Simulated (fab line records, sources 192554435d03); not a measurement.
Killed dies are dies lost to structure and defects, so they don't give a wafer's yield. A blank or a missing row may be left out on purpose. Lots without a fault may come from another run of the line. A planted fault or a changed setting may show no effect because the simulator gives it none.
fab line records | flow n5_finfet
record lots=9 wafers=27 last_day=17
route steps=1938 shown HKMG_FIN@403 BEOL_M4@1111 PASSIVATION@1936
lots that met no fault: from a run of the same line without faults
start_h: hours from the record's first day to the start of the lot's first wafer shown | wait_h: hours since the lot's step before | " the same as in the row above | L1.1+2: a row that stands for several wafers | - no value, or no start given | * or withheld: withheld | < > ~ a bound
route shown NAME@n: a module of which the file shows steps, and the number in the route of the first | usual: mean/standard deviation of fault-free wafers | same: alike in all rows | chamber/n: place in a boat | sites: the reading at each site | _std_site: their standard deviation | _edge_site: outer sites' mean less inner sites' | radius_mm: how far each site lies from the wafer's centre | mask NAME#n: copy n | behind: the tool/chamber that last shaped the wafer | hold: why the lot was held/for how many hours/how that ended | device: the transistor (n, p or np) that didn't switch | end of line: the same wafers' tests at the end of the route | a step without rows: its recipe alone | killed: dies lost to structure and defects at the first sort, not the wafer's yield | map: a wafer's dies, x killed, . not, _ none there
set.NAME: the setting as run; set.NAME@STEP: as run at that earlier step | model.NAME: the simulator's own value behind a step, which no gauge read
steps of the route over a sample of lots; a table a step, a row a wafer
services: from which hour (start_h, from the record's first day; less than 0 if before it) a tool's chamber was out of use, for how many hours, and why
## steps
# step N5_HKMG_FIN_ETCH_55
# recipe chemistry=N2/H2 target=SOC target_depth_a=2400 temp_c=40 time_s=300 ion_energy_ev=200 mask_material=SiARC pressure_mtorr=30 source_w=840 bias_w=150 n2_flow_sccm=200 h2_flow_sccm=200
# usual drypump_motor_current_A=5.5/0.48 oes_product_au=0.77/0.071 rf_vpp_V=523.4/2.7 showerhead_plenum_p_Torr=2.53/0.098 throttle_valve_pct=17.92/0.2
# columns lot.wafer tool chamber start_h wait_h drypump_motor_current_A oes_product_au rf_hours_counter_h rf_vpp_V showerhead_plenum_p_Torr throttle_valve_pct
L434.2 rie_diel-04 0 83.86 0.0 5.7 0.71 182 525.8 2.64 17.98
L434.3 " 1 " " 5.9 0.77 146 521.5 2.45 17.76
L434.4 " 0 " " 5.7 0.70 - 527.3 2.64 17.98
L437.3 rie_diel-06 2 101.42 0.0 5.3 0.76 153 523.1 2.55 18.06
L437.4 " 3 " " 4.9 0.70 239 522.1 2.41 18.22
L437.5 " 2 " " 5.3 0.76 - 523.9 2.55 18.05
L443.3 rie_diel-05 0 142.22 0.0 5.9 0.79 109 528.1 2.66 17.99
L443.4 " 3 " " 6.4 0.68 221 520.2 2.40 17.88
L443.5 " 1 " " 5.1 0.90 - 522.8 2.48 17.64
L444.1 rie_diel-04 0 146.12 0.0 5.8 0.69 204 526.2 2.63 18.02
L444.2 " 3 " " 5.0 0.78 116 523.3 2.55 17.89
L444.4 " 2 " " 6.3 0.88 47 520.9 2.48 17.95
L445.2 rie_diel-06 0 156.25 0.0 4.8 0.75 147 519.4 2.43 17.67
L445.4 " 2 " " 5.3 0.74 - 523.9 2.54 18.09
L445.5 " 1 " " 5.6 0.74 - 523.8 2.53 18.25
L452.1 rie_diel-05 1 196.90 0.0 5.1 0.86 45 522.2 2.48 17.67
L452.4 " 2 " " 5.4 0.85 56 527.8 2.71 17.72
L452.5 " 3 " " 6.4 0.66 - 520.2 2.39 17.92
L453.1 rie_diel-05 0 199.01 0.0 5.9 0.76 129 526.2 2.65 18.05
L453.4 " 3 " " 6.4 0.67 240 521.3 2.39 17.91
L453.6 " 2 " " 5.4 0.85 - 528.4 2.71 17.74
L454.3 rie_diel-05 0 208.14 0.0 5.9 0.76 132 527.0 2.65 18.05
L454.5 " 2 " " 5.4 0.84 - 527.4 2.70 17.73
L454.6 " 3 " " 6.4 0.66 - 520.1 2.39 17.91
L455.1 rie_diel-06 0 212.67 0.0 4.8 0.73 169 521.4 2.42 17.69
L455.2 " 2 " " 5.3 0.73 196 522.5 2.53 18.11
L455.5 " 3 " " 4.9 0.97 - 528.8 2.71 17.89
# step N5_HKMG_FIN_STRIP_60
# recipe chemistry=N2/H2 power_w=2500 temp_c=300 h2_frac=0.65 time_s=360 pressure_mtorr=withheld n2_flow_sccm=1750 h2_flow_sccm=3250
# usual drypump_motor_current_A=6.0/0.38 heater_power_w=517/26
# columns lot.wafer tool chamber start_h wait_h drypump_motor_current_A heater_power_w rf_hours_counter_h
L434.2 plasma_asher-01 1 84.65 0.0 5.8 545 103
L434.3 " 0 " " 5.8 503 -
L434.4 " 1 " " 5.8 550 -
L437.3 plasma_asher-02 1 102.32 0.1 6.7 526 -
L437.4 " 0 " " 5.7 488 -
L437.5 " 0 " " 5.7 488 -
L443.3 plasma_asher-02 0 143.12 0.1 5.7 480 -
L443.4 " 1 " " 6.7 522 -
L443.5 " 1 " " 6.7 534 -
L444.1 plasma_asher-01 1 146.91 0.0 5.8 554 118
L444.2 " 0 " " 5.8 502 118
L444.4 " 1 " " 5.8 550 -
L445.2 plasma_asher-01 0 157.04 0.0 5.8 491 120
L445.4 " 0 " " 5.7 499 -
L445.5 " 1 " " 5.9 556 -
L452.1 plasma_asher-01 0 197.72 0.0 5.8 501 128
L452.4 " 1 " " 5.9 554 -
L452.5 " 1 " " 5.8 544 -
L453.1 plasma_asher-01 1 199.85 0.0 5.8 559 129
L453.4 " 0 " " 5.8 497 -
L453.6 " 1 " " 5.8 564 -
L454.3 plasma_asher-01 1 209.09 0.1 5.8 551 -
L454.5 " 0 " " 5.8 502 -
L454.6 " 1 " " 5.9 558 -
L455.1 plasma_asher-01 0 213.50 0.0 5.7 490 132
L455.2 " 1 " " 5.9 547 132
L455.5 " 0 " " 5.8 504 -
# step N5_HKMG_FIN_PWFM_ALD_03
# recipe material=TiN target_thk_a=20 temp_c=400 ald_precursor_family=TiCl4 ald_co_reactant=NH3 pulse_time_s=1 purge_time_s=3 co_reactant_purge_time_s=2 co_reactant_pulse_time_s=2 ald_cycles=91 pressure_torr=3
# usual ald_cycles=91/0 chamber_pressure_Torr=3.000/0.0074 heater_power_w=905/97 precursor_pulse_height_rel=0.997/0.019
# columns lot.wafer tool chamber start_h wait_h ald_cycles chamber_pressure_Torr heater_power_w precursor_pulse_height_rel
L434.2 ald_metal-04 2 86.23 0.0 91 3.003 975 0.978
L434.3 " 1 " " 91 3.010 988 0.980
L434.4 " 0 " " 91 3.004 1091 0.994
L437.3 ald_metal-02 0 103.77 0.0 91 3.002 942 1.013
L437.4 " 3 " " 91 2.993 901 1.001
L437.5 " 1 " " 91 3.007 793 1.028
L443.3 ald_metal-04 3 144.98 0.0 - - - -
L443.4 " 0 " " - - - -
L443.5 " 1 " " - - - -
L444.1 ald_metal-01 0 148.56 0.0 - - - -
L444.2 " 1 " " - - - -
L444.4 " 3 " " - - - -
L445.2 ald_metal-02 1 158.61 0.0 - - - -
L445.4 " 0 " " - - - -
L445.5 " 1 " " - - - -
L452.1 ald_metal-01 2 199.29 0.0 91 3.001 797 0.959
L452.4 " 0 " " 91 2.995 871 1.040
L452.5 " 0 " " 91 3.007 872 1.011
L453.1 ald_metal-04 3 201.52 0.0 91 2.994 722 1.027
L453.4 " 1 " " 91 2.999 973 1.011
L453.6 " 3 " " 91 3.004 728 1.023
L454.3 ald_metal-04 1 210.64 0.0 91 2.996 970 0.974
L454.5 " 1 " " 91 2.994 984 0.976
L454.6 " 0 " " 91 2.993 1051 0.965
L455.1 ald_metal-02 3 215.14 0.0 91 2.985 903 1.021
L455.2 " 2 " " 91 3.003 951 1.034
L455.5 " 2 " " 91 3.001 923 0.993
# step N5_HKMG_FIN_DESCUM_17
# recipe chemistry=O2 time_s=7.9 source_power_w=50 bias_power_w=20 pressure_mtorr=20 rf_frequency_hz=2.712e+07 temp_c=40 resist=CAR-ArF o2_flow_sccm=225
# usual drypump_motor_current_A=5.5/0.48 oes_product_au=0.79/0.084 rf_vpp_V=242.9/1.4 showerhead_plenum_p_Torr=2.08/0.086 throttle_valve_pct=20.44/0.22
# columns lot.wafer tool chamber start_h wait_h drypump_motor_current_A oes_product_au rf_hours_counter_h rf_vpp_V showerhead_plenum_p_Torr throttle_valve_pct
L434.2 rie_diel-06 2 87.16 0.0 5.3 0.76 147 241.6 2.09 20.51
L434.3 " 3 " " 4.9 0.69 234 240.0 1.98 20.68
L434.4 " 1 " " 5.6 0.75 159 243.0 2.09 20.74
L437.3 rie_diel-06 1 104.71 0.2 5.6 0.75 165 242.4 2.09 20.75
L437.4 " 0 " " 4.8 0.78 127 243.1 2.01 20.32
L437.5 " 1 " " 5.6 0.75 - 243.7 2.09 20.75
L443.3 rie_diel-05 3 145.91 0.0 6.4 0.70 222 241.4 1.98 20.44
L443.4 " 0 " " 5.9 0.78 111 243.4 2.20 20.66
L443.5 " 0 " " 5.9 0.78 - 244.8 2.20 20.67
L444.1 rie_diel-04 2 149.48 0.1 6.3 0.87 49 243.2 2.05 20.69
L444.2 " 0 " " 5.7 0.68 206 243.4 2.15 20.34
L444.4 " 3 " " 5.1 0.77 118 243.8 2.09 20.53
L445.2 rie_diel-05 1 159.41 0.0 5.1 0.90 30 242.4 2.03 20.15
L445.4 " 3 " " 6.4 0.70 227 241.7 1.98 20.43
L445.5 " 2 " " 5.4 0.89 - 246.7 2.22 20.18
L452.1 rie_diel-05 2 200.39 0.3 5.4 0.86 58 244.4 2.21 20.20
L452.4 " 0 " " 5.9 0.76 130 244.3 2.19 20.69
L452.5 " 0 " " 5.9 0.76 - 244.2 2.19 20.69
L453.1 rie_diel-05 2 202.86 0.5 5.4 0.86 59 244.4 2.21 20.22
L453.4 " 1 " " 5.1 0.86 48 243.7 2.02 20.17
L453.6 " 2 " " 5.4 0.87 - 244.5 2.21 20.22
L454.3 rie_diel-05 1 211.56 0.0 5.1 0.86 51 241.0 2.02 20.18
L454.5 " 3 " " 6.4 0.68 - 241.8 1.97 20.48
L454.6 " 0 " " 5.9 0.76 - 244.4 2.19 20.69
L455.1 rie_diel-04 0 215.94 0.0 5.8 0.67 226 244.6 2.14 20.36
L455.2 " 2 " " 6.3 0.84 68 241.8 2.04 20.73
L455.5 " 1 " " 5.8 0.74 - 241.7 1.99 20.23
# step N5_BEOL_M4_RC_MEAS_101
# usual DIBL_N=36.2/1.7 DIBL_P=36.6/1.9 IOFF_N=0.16/0.032 IOFF_P=0.21/0.037 IOFF_P_85C=3.6/0.54 IOFF_P_LIN=0.097/0.013 IOFF_P_LONG=0.000101/7.2e-06 ION_N=675/12 ION_P=460/8.1 SS_N=71.4/0.58 SS_P=73.4/0.64 VT_N=249/3.2 VT_P=-252/3.4 VT_P_LONG=-277.0/2.8 VT_P_LVT=-98/3.2
# columns lot.wafer tool chamber start_h wait_h DIBL_N[mV/V] DIBL_P[mV/V] IOFF_N[nA/um] IOFF_P[nA/um] IOFF_P_85C[nA/um] IOFF_P_LIN[nA/um] IOFF_P_LONG[nA/um] ION_N[uA/um] ION_P[uA/um] SS_N[mV/dec] SS_P[mV/dec] VT_N[mV] VT_P[mV] VT_P_LONG[mV] VT_P_LVT[mV]
L434.2 prober-01 0 178.44 0.2 38.3 38.3 0.19 0.26 4.3 0.115 0.000109 684 460 71.3 74.0 246 -247 -274.1 -95
L434.3 " 0 " " 40.0 40.5 0.24 0.31 5.0 0.131 0.000111 685 469 72.7 74.1 244 -242 -272.7 -92
L434.4 " 0 " " 36.8 37.0 0.18 0.24 4.1 0.110 0.00012 685 466 71.6 73.1 247 -246 -270.6 -94
L437.3 prober-02 0 194.52 0.3 37.4 38.4 0.18 0.23 4.0 0.106 9.9e-05 679 467 71.6 74.6 249 -246 -277.1 -93
L437.4 " 0 " " 34.8 34.5 0.13 0.16 3.1 0.086 0.000106 674 461 70.8 73.0 251 -251 -277.4 -97
L437.5 " 0 " " 35.5 35.5 0.15 0.18 3.3 0.092 0.000107 671 458 70.8 73.6 251 -253 -274.7 -96
L444.1 prober-02 0 242.03 0.0 34.1 33.4 0.13 0.00 0.1 0.002 4.1e-05 667 292 70.7 72.5 249 -362 -390.3 -209
L444.2 " 0 " " 35.5 35.1 0.15 0.00 0.1 0.002 4.4e-05 677 298 71.3 73.8 253 -362 -383.6 -210
L444.4 " 0 " " 35.3 35.6 0.15 0.00 0.1 0.002 4.1e-05 671 296 71.5 73.5 252 -364 -385.1 -210
L443.3 prober-01 0 242.82 0.3 34.7 35.4 0.14 0.00 0.1 0.002 4.5e-05 669 300 70.6 72.9 253 -358 -378.4 -206
L443.4 " 0 " " 34.1 35.4 0.14 0.00 0.1 0.002 4.3e-05 676 300 70.5 72.9 250 -353 -379.0 -205
L443.5 " 0 " " 33.1 34.1 0.11 0.00 0.1 0.002 4.5e-05 649 296 70.7 73.4 256 -358 -381.5 -209
L445.2 prober-02 0 245.13 0.2 36.2 37.0 0.16 0.00 0.1 0.002 4.8e-05 672 293 71.1 73.1 247 -362 -388.5 -210
L445.4 " 0 " " 33.7 33.3 0.12 0.00 0.1 0.002 4.7e-05 665 288 71.1 72.2 252 -361 -390.5 -210
L445.5 " 0 " " 36.9 37.8 0.18 0.00 0.1 0.002 4.5e-05 673 298 71.8 73.6 248 -359 -386.3 -207
L452.1 prober-02 0 286.74 0.0 36.8 36.1 0.13 0.19 3.3 0.087 9.1e-05 656 448 71.4 72.4 253 -255 -279.7 -100
L452.4 " 0 " " 36.7 35.8 0.15 0.18 3.2 0.085 9.2e-05 683 457 71.7 72.7 252 -256 -281.0 -102
L452.5 " 0 " " 37.9 37.3 0.15 0.20 3.5 0.093 9e-05 671 461 71.1 73.7 250 -252 -281.2 -100
L453.1 prober-02 0 290.30 0.0 36.0 35.2 0.16 0.22 3.8 0.103 0.000107 677 469 70.8 73.1 249 -249 -275.6 -94
L453.4 " 0 " " 37.7 37.2 0.18 0.24 4.2 0.110 0.00011 697 471 71.9 73.8 247 -246 -274.9 -93
L453.6 " 0 " " 37.8 37.0 0.19 0.25 4.3 0.114 0.000109 692 472 71.6 73.7 248 -247 -273.7 -92
L454.3 prober-01 0 295.63 0.3 38.3 39.7 0.20 0.26 4.4 0.115 0.0001 692 470 71.9 74.3 247 -247 -276.6 -98
L454.5 " 0 " " 37.1 37.1 0.18 0.22 3.8 0.102 9.6e-05 682 466 71.8 74.0 248 -251 -276.3 -100
L454.6 " 0 " " 36.5 36.0 0.17 0.21 3.7 0.099 0.000101 682 466 71.2 73.5 248 -250 -276.4 -100
L455.1 prober-02 0 296.75 0.0 37.0 35.9 0.16 0.21 3.7 0.102 0.000101 680 465 71.2 72.9 249 -253 -276.2 -101
L455.2 " 0 " " 35.7 34.2 0.13 0.19 3.4 0.096 0.000108 666 460 69.8 72.2 254 -250 -277.9 -100
L455.5 " 0 " " 37.2 37.3 0.17 0.23 4.0 0.108 0.000102 684 469 71.0 73.9 249 -247 -275.4 -98
# step N5_PASSIVATION_PROBE_49
# usual defect_limited_yield=91.3/1.5 killed_at_M0_to_M3=35/10 killed_at_M4_up=12/4.6 killed_at_contacts=13/6.6 killed_at_front_end=39/11 killed_at_other=4/3.4 killed_dies=103/17 killed_open=67/13 killed_short=35/8.2 sort_bin_5_function=5.1/0.94 sort_bin_6_memory=3.2/0.7 sort_bin_8_speed=0.00/0.03 sort_n_pass=1077/17 sort_yield_pct=91.3/1.5
# same gross_dies=1180 killed_at_back_side=0 sort_bin_4_leakage[%]=0
# columns lot.wafer tool chamber start_h wait_h defect_limited_yield[%] killed_at_M0_to_M3 killed_at_M4_up killed_at_contacts killed_at_front_end killed_at_other killed_dies killed_open killed_short sort_bin_5_function[%] sort_bin_6_memory[%] sort_bin_8_speed[%] sort_n_pass sort_yield_pct[%]
L444.1 prober-01 - 337.50 0.0 89.5 34 9 13 65 3 124 69 53 6.2 3.6 89.49 0 0
L444.2 prober-01 - 337.55 0.1 89.8 37 9 13 53 8 120 85 33 5.3 4.7 89.83 0 0
L444.4 prober-01 - 337.65 0.2 86.2 45 13 8 94 3 163 115 44 7.8 5.3 86.19 0 0
L445.2 prober-01 - 343.01 0.1 92.5 22 17 5 41 4 89 64 24 4.8 2.3 92.46 0 0
L445.4 prober-01 - 343.11 0.2 90.7 28 16 13 43 10 110 82 27 5.3 3.7 90.68 0 0
L445.5 prober-01 - 343.16 0.2 91.5 26 9 13 49 3 100 60 36 4.7 3.1 91.53 0 0
L443.3 prober-02 - 345.66 0.1 92.6 18 11 16 38 4 87 47 39 3.6 3.1 92.63 0 0
L443.4 prober-02 - 345.71 0.2 93.1 32 12 20 17 1 82 55 26 4.2 2.7 93.05 0 0
L443.5 prober-02 - 345.76 0.2 93.1 30 6 15 27 3 81 52 28 4.2 2.6 93.14 0 0
# killed by level:class
L444.1 FIN_SAQP:geometric_particle:short=19 STI_FIN_REVEAL:geometric_particle:open=15 MOL_CONTACT_COAG:geometric_particle:open=11 BEOL_M3:geometric_particle:open=9 FIN_SAQP:geometric_particle:open=6 BEOL_M0_SAQP:geometric_particle:short=6 GATE_CUT:geometric_particle:short=6 STARTING-WAFER:geometric_particle:open=5
L444.2 STI_FIN_REVEAL:geometric_particle:open=11 MOL_CONTACT_COAG:geometric_particle:open=11 BEOL_M3:geometric_particle:open=11 FIN_SAQP:geometric_particle:open=9 DUMMY_GATE:geometric_particle:open=8 FIN_SAQP:geometric_particle:short=7 BEOL_M1:geometric_particle:open=5 BEOL_M0_SAQP:geometric_particle:open=5
L444.4 STI_FIN_REVEAL:geometric_particle:open=37 FIN_SAQP:geometric_particle:open=24 STI_FIN_REVEAL:geometric_particle:short=14 BEOL_M3:geometric_particle:open=10 BEOL_M0_SAQP:geometric_particle:short=9 BEOL_M0_SAQP:geometric_particle:open=8 MOL_CONTACT_COAG:geometric_particle:open=6 BEOL_M1:geometric_particle:short=5
L445.2 FIN_SAQP:geometric_particle:open=13 STI_FIN_REVEAL:geometric_particle:open=7 BEOL_M3:geometric_particle:open=7 BEOL_M2:geometric_particle:open=6 BEOL_M4:geometric_particle:open=6 FIN_SAQP:geometric_particle:short=5 DUMMY_GATE:geometric_particle:open=4 BEOL_M1:geometric_particle:open=4
L445.4 FIN_SAQP:geometric_particle:open=17 MOL_CONTACT_COAG:geometric_particle:open=12 BEOL_M3:geometric_particle:open=8 FIN_SAQP:geometric_particle:short=6 BEOL_M2:geometric_particle:open=6 STI_FIN_REVEAL:geometric_particle:open=5 BEOL_M0_SAQP:geometric_particle:open=5 MIM_TOP_ETCH:geometric_particle:short=5
L445.5 FIN_SAQP:geometric_particle:open=14 MOL_CONTACT_COAG:geometric_particle:open=9 BEOL_M0_SAQP:geometric_particle:short=6 BEOL_M2:geometric_particle:open=6 FIN_SAQP:geometric_particle:short=5 BEOL_M0_SAQP:geometric_particle:open=5 STARTING-WAFER:geometric_particle:short=5 STI_FIN_REVEAL:geometric_particle:open=4
L443.3 MOL_CONTACT_COAG:geometric_particle:open=12 STI_FIN_REVEAL:geometric_particle:open=8 BEOL_M3:geometric_particle:open=8 FIN_SAQP:geometric_particle:short=7 GATE_CUT:geometric_particle:short=5 STARTING-WAFER:geometric_particle:short=5 MOL_CONTACT_COAG:geometric_particle:short=4 BEOL_M4:geometric_particle:open=4
L443.4 MOL_CONTACT_COAG:geometric_particle:open=17 BEOL_M0_SAQP:geometric_particle:open=11 BEOL_M0_SAQP:geometric_particle:short=5 BEOL_M3:geometric_particle:short=5 BEOL_M3:geometric_particle:open=5 STARTING-WAFER:geometric_particle:short=5 GATE_CUT:geometric_particle:short=3 MOL_CONTACT_COAG:geometric_particle:short=3
L443.5 MOL_CONTACT_COAG:geometric_particle:open=11 BEOL_M0_SAQP:geometric_particle:open=10 BEOL_M3:geometric_particle:open=8 BEOL_M0_SAQP:geometric_particle:short=7 FIN_SAQP:geometric_particle:open=6 FIN_SAQP:geometric_particle:short=4 ILD0:geometric_particle:open=4 MOL_CONTACT_COAG:geometric_particle:short=4
## services
# columns tool chamber start_h hours kind
rie_diel-04 3 62.88 3.4 repair
rie_diel-04 2 65.04 4.3 repair
ald_metal-01 3 69.53 5.4 repair
rie_diel-05 3 70.68 31.9 repair
plasma_asher-02 - 75.13 2.3 repair
plasma_asher-02 - 127.36 15.6 pm
ald_metal-04 - 139.48 1.1 repair
rie_diel-06 3 149.23 - clean
rie_diel-06 3 149.23 - consumable_replace:focus_ring
rie_diel-06 3 149.23 - consumable_replace:showerhead
rie_diel-06 3 149.23 23.9 scheduled_down
rie_diel-06 3 149.23 23.9 vent_cycle
ald_metal-04 - 160.37 0.2 repair
rie_diel-04 - 164.74 4.3 pm
ald_metal-02 - 169.20 0.7 repair
plasma_asher-02 - 169.49 2.8 pm
ald_metal-04 1 170.41 27.5 repair
ald_metal-01 1 202.78 8.2 repair
plasma_asher-01 - 206.19 1.9 repair
rie_diel-04 - 212.56 0.5 repair
rie_diel-05 0 213.29 4.7 repair
## key
first_sign step=N5_HKMG_FIN_PWFM_ALD_03 reading=tool_record direction=missing
effect step=N5_BEOL_M4_RC_MEAS_101 reading=VT_P_LONG direction=down sigmas=38 usual=-277.0 struck=-384.8
effect step=N5_BEOL_M4_RC_MEAS_101 reading=VT_P_LVT direction=down sigmas=34 usual=-98 struck=-209
effect step=N5_BEOL_M4_RC_MEAS_101 reading=VT_P direction=down sigmas=32 usual=-252 struck=-360
effect step=N5_BEOL_M4_RC_MEAS_101 reading=ION_P direction=down sigmas=20 usual=460 struck=296
effect step=N5_BEOL_M4_RC_MEAS_101 reading=IOFF_P_LONG direction=down sigmas=7.9 usual=0.000101 struck=4.4e-05
effect step=N5_BEOL_M4_RC_MEAS_101 reading=IOFF_P_LIN direction=down sigmas=7.1 usual=0.097 struck=0.002
effect step=N5_BEOL_M4_RC_MEAS_101 reading=IOFF_P_85C direction=down sigmas=6.4 usual=3.6 struck=0.1
effect step=N5_BEOL_M4_RC_MEAS_101 reading=IOFF_P direction=down sigmas=5.5 usual=0.21 struck=0.00
effect step=N5_PASSIVATION_PROBE_49 reading=sort_bin_8_speed direction=up sigmas=99+ usual=0.00 struck=91.00
met_at N5_HKMG_FIN_PWFM_ALD_03
struck_lots L443,L444,L445
not_acting_at N5_HKMG_FIN_ETCH_55,N5_HKMG_FIN_STRIP_60,N5_HKMG_FIN_DESCUM_17
onset_between 103.77 144.98
fault kind=skipped_step_whole tool=ald_metal-01,ald_metal-02,ald_metal-04 chamber=- onset_h=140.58 steps=N5_HKMG_FIN_PWFM_ALD_03 scope=struck_lots_only
